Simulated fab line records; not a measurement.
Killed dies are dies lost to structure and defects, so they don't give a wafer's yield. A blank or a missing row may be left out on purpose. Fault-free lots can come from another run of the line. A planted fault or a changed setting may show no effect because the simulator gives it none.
Lot-split experiment    flow n5Finfet    route with 1938 steps; 7 lots, 21 wafers read

## ABOUT THE SPLIT
At N5_BEOL_M11_ETCH_66 (etches SOC in N2/H2, target depth 120 nm, overetch 24 nm, time 180 s), the setting timeS was moved away from the recipe's 180 s on 9 of the 21 wafers read, by -20.1% to +18.6%. The other wafers ran this setting at the recipe's value.

Reading taken at the split's own step.

## THE READING
SiARC_of_BEOL_M11_COAT_64.thkNm (the simulator's own value, which no gauge read), in nm, at N5_BEOL_M11_ETCH_66 (etches SOC in N2/H2, target depth 120 nm, overetch 24 nm, time 180 s). The file gives no usual value for it. The 12 wafers here that ran the recipe average 22.8 nm, standard deviation 0.36 nm.

wafer   tool, chamber at the split  timeS as run, s  against the recipe  SiARC_of_BEOL_M11_COAT_64.thkNm, nm  against lot-mates on the recipe
L079.3  rieDiel-06, 2               169.1            -6.1%               23.2                                 no lot-mate on the recipe
L079.4  rieDiel-06, 1               169.1            -6.1%               23.8                                 no lot-mate on the recipe
L079.5  rieDiel-06, 0               169.1            -6.1%               23                                   no lot-mate on the recipe
L087.2  rieDiel-04, 3               180              recipe              23                                   -
L087.4  rieDiel-04, 0               180              recipe              22.8                                 -
L087.5  rieDiel-04, 0               149.1            -17.2%              24                                   +1.1
L089.2  rieDiel-04, 2               200              +11.1%              21.8                                 -0.9
L089.5  rieDiel-04, 0               180              recipe              22.8                                 -
L089.6  rieDiel-04, 2               180              recipe              22.6                                 -
L091.1  rieDiel-03, 1               180              recipe              23.6                                 -
L091.4  rieDiel-03, 2               180              recipe              22.6                                 -
L091.6  rieDiel-03, 0               213.4            +18.6%              21.4                                 -1.7
L093.2  rieDiel-03, 0               180              recipe              22.4                                 -
L093.5  rieDiel-03, 2               180              recipe              22.2                                 -
L093.6  rieDiel-03, 3               190.4            +5.8%               22.6                                 +0.3
L094.3  rieDiel-04, 2               180              recipe              22.6                                 -
L094.5  rieDiel-04, 2               180              recipe              22.6                                 -
L094.4  rieDiel-04, 3               180              recipe              23.2                                 -
L097.1  rieDiel-03, 1               143.8            -20.1%              24.6                                 +1.6
L097.3  rieDiel-03, 3               180              recipe              23                                   -
L097.5  rieDiel-03, 3               143.8            -20.1%              24.4                                 +1.4

THE FIT
A straight line over all 21 wafers: SiARC_of_BEOL_M11_COAT_64.thkNm changes by -0.0796 nm for each +1% of timeS; r = -0.91; the points scatter about the line by 0.33 nm.
The same after taking each lot's own level away (the mean of its wafers on the recipe; 18 wafers): -0.074 nm for each +1%; r = -0.92; scatter 0.31 nm.
According to that fit, moving timeS by its largest amount changes the reading by 1.5 nm.
Measured against the standard deviation above, the lots' own levels, which go from 22.30 to 23.10 nm, span 2.2 times it.
Consequently the slope shifts little with the lot-to-lot level, the two slopes agreeing.
Check: for one of the wafers moved furthest among these (-20.1%), held out of the fit, the line's prediction against its lot-mates is +1.46 nm. Against them it came out at +1.6 nm.

## THE OTHER SPLITS THESE WAFERS WENT THROUGH
Before the reading, these wafers also passed through other splits. Each is held against what the fit with the lots' levels taken away leaves over:
other split on the same wafers  wafers away from the commonest value  r with SiARC_of_BEOL_M11_COAT_64.thkNm (lot level and that fit taken away)
N5_BEOL_M8_DESCUM_16 timeS      8                                     -0.04
N5_BEOL_M9_COAT_05 spinRpm      10                                    +0.30
N5_BEOL_M9_ETCH_62 timeS        8                                     -0.64
N5_BEOL_M11_PECVD_70 tempC      9                                     -0.02

## FILE'S OWN FIT
SiARC_of_BEOL_M11_COAT_64.thkNm changes by -0.074 nm for each +1% of timeS, r = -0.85.
